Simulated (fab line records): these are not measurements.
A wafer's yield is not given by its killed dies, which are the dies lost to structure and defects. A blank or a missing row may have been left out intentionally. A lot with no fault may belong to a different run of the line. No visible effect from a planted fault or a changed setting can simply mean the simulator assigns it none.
Struck lot and sound lot, side by side | flow n5_finfet | 16 steps out of a route of 1938
Sound: wafers L970.1, L970.2, L970.3. Struck: wafer L980.4 (left out: L980.1, a lot-mate that was not struck); the cause follows at the end.
Order at every step that has rows: each side's tool, ch and its chambers, its first start. Under that, the readings that differ: sound wafers | struck wafers | difference of the means | sigmas: that difference in standard deviations of wafers without a fault.
alike: same words and numbers on both sides, and readings whose means sit less than 2 such deviations apart. not compared: any withheld reading, any reading some wafer has no value for, any bound like >300 that may hide the same value, and any number with overlapping values for which the record gives no deviation.
The two part at a step that has a row with sigmas, a row that says differs or no value, or rows on one side only. Numbers that have no deviation but don't overlap get no sigmas and don't part them. A reading missing from all wafers of one side parts the sides only when that side holds two or more wafers.

first, 6 steps without rows for these wafers: N5_BEOL_M3_COAT_22 (resist thk 30 nm); N5_BEOL_M3_EBR_24; N5_BEOL_M3_SOFTBAKE_23 (time 60 s); N5_BEOL_M3_EXPOSE_25 (exposes mask V2, defocus 5 nm); N5_BEOL_M3_PEB_26 (peb time 60 s); N5_BEOL_M3_DEVELOP_27 (develop time 30 s).
N5_BEOL_M3_CD_MEAS_28: target cd 25.7 nm, target cd y 23.3 nm.
  sound on cd_sem-02 ch 0, day 7 12:25; struck on cd_sem-02 ch 0, day 10 11:02
  alike: cd_nm
N5_BEOL_M3_OVL_MEAS_29:
  sound on overlay-01 ch 0, day 7 12:26; struck on overlay-02 ch 0, day 10 11:04
  alike: V2_OVL
N5_BEOL_M3_INSPECT_30: inspects for defects (brightfield).
  struck on defect_inspect-02, day 10 11:07; sound on defect_inspect-02, day 7 12:30
  alike: raw_defect_count
N5_BEOL_M3_DESCUM_33: chemistry O2, time 7 s.
  sound on rie_diel-03 ch 1,2,3, day 7 12:32; struck on rie_diel-04 ch 1, day 10 11:13
  reading                | sound          | struck | difference | sigmas
  oes_product_au (a.u.)  | 0.73 0.76 0.73 | 0.94   | +0.20      | +2
  rf_hours_counter_h (h) | 165 144 179    | 16     | -147       |
  alike: bias_power_w, chamber_pressure_mTorr, drypump_motor_current_A, rf_vpp_V, showerhead_plenum_p_Torr, throttle_valve_pct
N5_BEOL_M3_ETCH_77: etches underlayer in N2/H2, target depth 6.5 nm, time 5.2 s.
  sound on rie_diel-03 ch 1,2,3, day 7 12:34; struck on rie_diel-04 ch 1, day 10 11:15
  reading                        | sound             | struck | difference | sigmas
  chamber_pressure_mTorr (mTorr) | 30.00 29.95 30.02 | 30.10  | +0.11      | +3
  etch_rf_on_time_s (s)          | 5.32 5.38 5.21    | 4.95   | -0.35      | -3
  oes_product_au (a.u.)          | 0.62 0.64 0.62    | 0.82   | +0.19      | +3
  rf_hours_counter_h (h)         | 165 144 179       | 16     | -147       |
  alike: drypump_motor_current_A, rf_vpp_V, showerhead_plenum_p_Torr, throttle_valve_pct
N5_BEOL_M3_ETCH_69: etches SiARC in CF4, target depth 15.6 nm, time 26 s.
  sound on rie_diel-03 ch 1,2,3, day 7 12:35; struck on rie_diel-04 ch 1, day 10 11:16
  reading                | sound          | struck | difference | sigmas
  etch_rf_on_time_s (s)  | 26.4 26.7 26.5 | 25.3   | -1.2       | -2
  oes_product_au (a.u.)  | 0.62 0.64 0.61 | 0.81   | +0.19      | +3
  rf_hours_counter_h (h) | 165 144 179    | 16     | -147       |
  alike: chamber_pressure_mTorr, drypump_motor_current_A, rf_vpp_V, showerhead_plenum_p_Torr, throttle_valve_pct
N5_BEOL_M3_ALD_98: deposits SiO2, target thk 2.5 nm, pulse time 1 s, co reactant pulse time 1 s.
  sound on ald_sin-03 ch 0,2,3, day 7 12:40; struck on ald_sin-03 ch 1, day 10 11:53
  reading                                  | sound       | struck | difference | sigmas
  ald_cycles                               | 17 17 17    | 13     | -4         |
  heater_power_w (W)                       | 71 78 75    | 88     | +13        | +2
  model.SiO2_of_BEOL_M3_ALD_98.thk_nm (nm) | 2.4 2.4 2.4 | 2      | +0         |
  alike: precursor_pulse_height_rel
N5_BEOL_M3_ETCHBACK_99: etches SiO2 in CHF3, target depth 5 nm, time 10.4 s.
  sound on rie_diel-04 ch 0,2,3, day 7 14:55; struck on rie_diel-06 ch 1, day 10 12:43
  alike: chamber_pressure_mTorr, drypump_motor_current_A, oes_product_au, rf_vpp_V, showerhead_plenum_p_Torr, throttle_valve_pct
  not compared: rf_hours_counter_h
N5_BEOL_M4_RC_MEAS_101:
  sound on prober-01 ch 0, day 8 09:07; struck on prober-02 ch 0, day 11 06:02
  alike: DIBL_N, DIBL_P, IOFF_N, IOFF_P, ION_N, ION_P, SS_N, SS_P, VT_N, VT_P
-- a jump in the record: the struck wafers' starts before and after are 4 days apart (it breaks off in module BEOL_M4 and resumes in module PASSIVATION, where the first step shown is number 1936 of the route) --
N5_PASSIVATION_PROBE_49:
  struck on prober-02, day 15 10:30; sound on prober-01, day 12 16:19
  reading       | sound    | struck | difference | sigmas
  killed_on_rim | 15 12 15 | 5      | -9         | -2
  alike: defect_limited_yield, killed_at_M0_to_M3, killed_at_M4_up, killed_at_contacts, killed_at_front_end, killed_at_other, killed_dies, killed_open, killed_short, sort_bin_5_function, sort_bin_6_memory, sort_n_pass, sort_yield_pct

## WHERE THEY PART
First at N5_BEOL_M3_DESCUM_33; last, within this record, at N5_PASSIVATION_PROBE_49.

WHY: what had been put in by the simulator
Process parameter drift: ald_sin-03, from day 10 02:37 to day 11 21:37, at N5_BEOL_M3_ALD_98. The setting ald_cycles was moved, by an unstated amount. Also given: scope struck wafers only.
